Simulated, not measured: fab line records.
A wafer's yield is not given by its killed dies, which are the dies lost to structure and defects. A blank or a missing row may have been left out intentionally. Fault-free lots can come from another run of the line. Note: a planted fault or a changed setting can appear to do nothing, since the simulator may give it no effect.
Which tool was responsible? | flow n5-finfet | 11 lots, 32 wafers sampled, at 5 steps of a route of 1938

WHAT THE GAUGES SHOWED, per wafer
N5_BEOL_M11_RS_MEAS_57: a four-point-probe measurement.
lot  | measured     | on            | M11_RS (ohm/sq)
L604 | day 10 20:44 | film-metro-01 | 0.151 0.150 0.150
L605 | day 11 07:55 | film-metro-01 | 0.148 0.144 0.149
L612 | day 12 11:44 | film-metro-01 | 0.151 0.151 0.150
L611 | day 12 13:58 | film-metro-01 | 0.149 0.148 0.148
L613 | day 13 00:02 | film-metro-02 | 0.154 0.149 0.152
L614 | day 13 04:30 | film-metro-01 | 0.150 0.151 0.146
L615 | day 13 10:41 | film-metro-01 | 0.153 0.157
L621 | day 14 19:56 | film-metro-02 | 0.153 0.158 0.151
L622 | day 15 06:37 | film-metro-02 | 0.148 0.150 0.153
L625 | day 16 01:49 | film-metro-02 | 0.151 0.148 0.151
L627 | day 16 19:54 | film-metro-02 | 0.148 0.149 0.148

EACH LOT AND THE TOOL THAT RAN IT (in order: tool; ch and the chambers of the sampled wafers; start)
lot  | N5_BEOL_M11_STRIP_36               | N5_BEOL_M11_ALD_74                  | N5_BEOL_M11_ECD_50             | N5_BEOL_M11_CMP_52
L604 | rie-diel-01 ch 0,2,3, day 10 18:02 | ald-metal-02 ch 1,2,3, day 10 19:08 | ecd-cu-01 ch 0,1, day 10 19:55 | cmp-01 ch 0,1,2, day 10 20:22
L605 | rie-diel-01 ch 0,2,3, day 11 05:08 | ald-metal-02 ch 1,3, day 11 06:03   | ecd-cu-02 ch 0,1, day 11 06:56 | cmp-03 ch 0,2,3, day 11 07:34
L612 | rie-diel-01 ch 0,3, day 12 07:11   | ald-metal-02 ch 0,1,2, day 12 08:21 | ecd-cu-01 ch 0,1, day 12 10:54 | cmp-03 ch 0,1, day 12 11:19
L611 | rie-diel-01 ch 0,2,3, day 12 10:52 | ald-metal-03 ch 1,3, day 12 11:55   | ecd-cu-02 ch 0, day 12 12:49   | cmp-03 ch 0,1, day 12 13:31
L613 | rie-diel-03 ch 1,3, day 12 21:46   | ald-metal-02 ch 1,3, day 12 22:38   | ecd-cu-01 ch 0,1, day 12 23:12 | cmp-02 ch 0,2,3, day 12 23:41
L614 | rie-diel-01 ch 1,2, day 13 02:16   | ald-metal-01 ch 0,1,3, day 13 03:06 | ecd-cu-02 ch 0,1, day 13 03:42 | cmp-03 ch 0,1, day 13 04:07
L615 | rie-diel-03 ch 0,2, day 13 07:18   | ald-metal-01 ch 0,2, day 13 08:46   | ecd-cu-02 ch 0,1, day 13 09:45 | cmp-01 ch 2,3, day 13 10:16
L621 | rie-diel-03 ch 0,2,3, day 14 16:40 | ald-metal-01 ch 0,2, day 14 18:26   | ecd-cu-01 ch 0,1, day 14 19:02 | cmp-03 ch 0,3, day 14 19:29
L622 | rie-diel-06 ch 0,3, day 15 03:17   | ald-metal-02 ch 0,1,3, day 15 04:26 | ecd-cu-01 ch 0,1, day 15 05:25 | cmp-02 ch 0,1,3, day 15 06:11
L625 | rie-diel-01 ch 0,1,3, day 15 21:51 | ald-metal-03 ch 0,2,3, day 15 22:59 | ecd-cu-02 ch 0,1, day 15 23:34 | cmp-01 ch 0,1,3, day 16 01:26
L627 | rie-diel-03 ch 0,1,3, day 16 17:10 | ald-metal-01 ch 0,1,3, day 16 18:11 | ecd-cu-01 ch 0,1, day 16 18:53 | cmp-02 ch 2,3, day 16 19:29
- N5_BEOL_M11_STRIP_36: strips in N2/H2.
- N5_BEOL_M11_ALD_74: deposits TaN, target thk 2 nm, pulse time 2 s, purge time 3 s.
- N5_BEOL_M11_ECD_50: material Cu, target thk 318 nm.
- N5_BEOL_M11_CMP_52: polishes, stops on SiCOH lowk, t overpolish 7 s, target thk 140 nm.

AS READ BY THE TOOLS THEMSELVES (means over the sampled wafers that have a number; for cases with no such wafer, the mark the record gives instead)
N5_BEOL_M11_STRIP_36.
lot  | tool        | drypump-motor-current-A (A) | oes-product-au (a.u.) | rf-vpp-V (V) | showerhead-plenum-p-Torr (Torr) | throttle-valve-pct (%)
L604 | rie-diel-01 | 6.3                         | 0.83                  | 58.6         | 2.50                            | 23.73
L605 | rie-diel-01 | 6.3                         | 0.82                  | 59.5         | 2.50                            | 23.72
L612 | rie-diel-01 | 6.5                         | 0.77                  | 59.7         | 2.51                            | 23.62
L611 | rie-diel-01 | 6.3                         | 0.81                  | 61.0         | 2.50                            | 23.75
L613 | rie-diel-03 | 5.2                         | 0.78                  | 60.7         | 2.43                            | 23.76
L614 | rie-diel-01 | 6.0                         | 0.83                  | 59.1         | 2.45                            | 23.55
L615 | rie-diel-03 | 5.8                         | 0.78                  | 59.2         | 2.54                            | 23.93
L621 | rie-diel-03 | 5.5                         | 0.75                  | 59.7         | 2.49                            | 23.88
L622 | rie-diel-06 | 5.8                         | 0.77                  | 59.3         | 2.43                            | 23.52
L625 | rie-diel-01 | 6.2                         | 0.78                  | 59.0         | 2.47                            | 23.51
L627 | rie-diel-03 | 5.5                         | 0.90                  | 60.1         | 2.59                            | 23.73

N5_BEOL_M11_ALD_74.
lot  | tool         | heater-power-w (W)
L604 | ald-metal-02 | 400
L605 | ald-metal-02 | 425
L612 | ald-metal-02 | 390
L611 | ald-metal-03 | 435
L613 | ald-metal-02 | 418
L614 | ald-metal-01 | 421
L615 | ald-metal-01 | 458
L621 | ald-metal-01 | 452
L622 | ald-metal-02 | 406
L625 | ald-metal-03 | 444
L627 | ald-metal-01 | 415

N5_BEOL_M11_CMP_52.
lot  | tool   | motor-current-A (A) | time-to-endpoint-s (s)
L604 | cmp-01 | 6.0                 | 64
L605 | cmp-03 | 6.1                 | 65
L612 | cmp-03 | 5.8                 | 68
L611 | cmp-03 | 6.2                 | 67
L613 | cmp-02 | 5.4                 | 74
L614 | cmp-03 | 6.0                 | 59
L615 | cmp-01 | 6.5                 | 58
L621 | cmp-03 | 5.9                 | 68
L622 | cmp-02 | 5.3                 | 72
L625 | cmp-01 | 5.8                 | 64
L627 | cmp-02 | 5.3                 | 69

THE ANSWER, worked out from the rows above alone
Rule: what is usual is taken from the lots themselves. Put in order of their means at a reading, lots are off if they are a third of the lots or fewer, leave a main group of 4 or more, and stand apart from it by a gap of 3 or more times the standard deviation of the main group's means; of several such gaps the widest counts. A main group whose means are all the same, to the digits that the tables above print for the reading, isn't used. Also off: a lot with no number at a reading for which 4 or more lots have one. Where the step has rows for the other lots, those lots are counted as sound. Order of review: gauges by route order, followed by the tools' own readings, for which a lot's mean as printed above is used. At the first step where some lot is off, the reading lying furthest off is the one used; lots without a number count as furthest.
Across all readings shown, no lot is off: no conclusion can be drawn from this.

WHAT THE SIMULATOR HAD INSERTED
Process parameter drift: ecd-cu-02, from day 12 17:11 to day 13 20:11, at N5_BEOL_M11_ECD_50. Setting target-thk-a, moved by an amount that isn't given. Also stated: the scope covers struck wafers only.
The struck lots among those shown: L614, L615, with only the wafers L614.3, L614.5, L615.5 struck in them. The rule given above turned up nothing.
